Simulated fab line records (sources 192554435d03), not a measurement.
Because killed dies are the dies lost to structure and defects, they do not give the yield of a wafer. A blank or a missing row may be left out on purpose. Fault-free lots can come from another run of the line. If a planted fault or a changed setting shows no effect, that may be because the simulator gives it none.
Chamber matching | flow n5-finfet | 4 sister chambers for N5_BEOL_M7_DESCUM_33 on rie-diel-06
The step chemistry O2, time 7 s. 4 wafers are shown with their chamber, then 11 later ones without.

## WAFERS WITH THEIR CHAMBER
wafer  | chamber | showerhead-plenum-p-Torr (Torr)
L081.4 | 1       | 2.08
L088.2 | 0       | 1.98
L088.6 | 2       | 2.00
L089.1 | 3       | 1.98

## WAFERS MISSING THEIR CHAMBER
wafer  | showerhead-plenum-p-Torr (Torr)
L089.4 | 2.00
L089.6 | 1.98
L090.1 | 2.00
L090.3 | 2.07
L090.4 | 1.97
L091.2 | 2.07
L091.4 | 2.00
L091.5 | 1.98
L097.1 | 2.00
L097.4 | 1.98
L097.5 | 2.00

## EACH ONE'S CHAMBER
wafer  | from the rows above     | in truth
L089.4 | 2                       | 2
L089.6 | can't be placed: 0 or 3 | 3
L090.1 | 2                       | 2
L090.3 | 1                       | 1
L090.4 | can't be placed: 0 or 3 | 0
L091.2 | 1                       | 1
L091.4 | 2                       | 2
L091.5 | can't be placed: 0 or 3 | 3
L097.1 | 2                       | 2
L097.4 | can't be placed: 0 or 3 | 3
L097.5 | 2                       | 2
Correctly placed: 7 of 11. Unplaceable from these rows: 4, with the true chamber sitting among the candidates in 4. Wrongly placed: 0.
How it was worked out, from the rows above alone: a wafer's distance from a chamber is the root of the sum, over the readings, of the square of ((its reading less the chamber's mean) divided by the reading's scatter). The wafer belongs to the nearest chamber; if the next one is less than 2 further off, it can't be placed. Each chamber's mean is taken over the wafers shown for it. The scatter: root of mean squared gap, hidden wafer to nearest shown wafer, with one shown wafer a chamber.
